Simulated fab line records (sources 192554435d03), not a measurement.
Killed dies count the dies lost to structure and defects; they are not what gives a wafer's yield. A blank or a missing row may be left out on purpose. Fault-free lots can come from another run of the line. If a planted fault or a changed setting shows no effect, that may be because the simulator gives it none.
Chamber matching -- flow n5_finfet -- rie_diel-05 running N5_BEOL_M0_SAQP_DESCUM_19: 4 sister chambers
The step chemistry O2, time 7.9 s. 8 wafers are shown with their chamber, then 9 later ones without.

== WAFERS WITH THEIR CHAMBER ==
wafer,chamber,throttle_valve_pct (%),drypump_motor_current_A (A)
L080.1,0,20.61,5.8
L082.4,3,20.24,5.1
L083.2,1,20.49,5.6
L083.4,0,20.62,5.8
L083.6,2,20.79,6.0
L086.1,2,20.80,6.0
L086.5,3,20.24,5.2
L086.6,1,20.49,5.7

== WAFERS WITH NO CHAMBER GIVEN ==
wafer,throttle_valve_pct (%),drypump_motor_current_A (A)
L090.3,20.28,5.7
L090.4,20.26,5.1
L090.5,20.50,5.7
L093.1,20.30,5.8
L093.4,20.81,6.0
L093.6,20.29,5.8
L094.1,20.29,5.8
L094.2,20.51,5.6
L094.5,20.81,6.0

== CHAMBER TAKEN BY EACH ==
wafer,from the rows above,in truth
L090.3,3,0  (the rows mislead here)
L090.4,3,3
L090.5,1,1
L093.1,3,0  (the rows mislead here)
L093.4,2,2
L093.6,3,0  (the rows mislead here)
L094.1,3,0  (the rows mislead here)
L094.2,1,1
L094.5,2,2
Placed correctly: 5 of 9. Left unplaced by these rows: 0. Wrongly placed: 4.
How it was worked out, from the rows above alone: a wafer's distance from a chamber is the root of the sum, over the readings, of the square of ((its reading less the chamber's mean) divided by the reading's scatter). The wafer belongs to the nearest chamber; if the next one is less than 2 further off, it can't be placed. Each chamber's mean is taken over the wafers shown for it. The scatter: take each reading less its chamber's mean, square it, sum over the shown wafers, divide by the number of wafers less the number of chambers, and take the root.
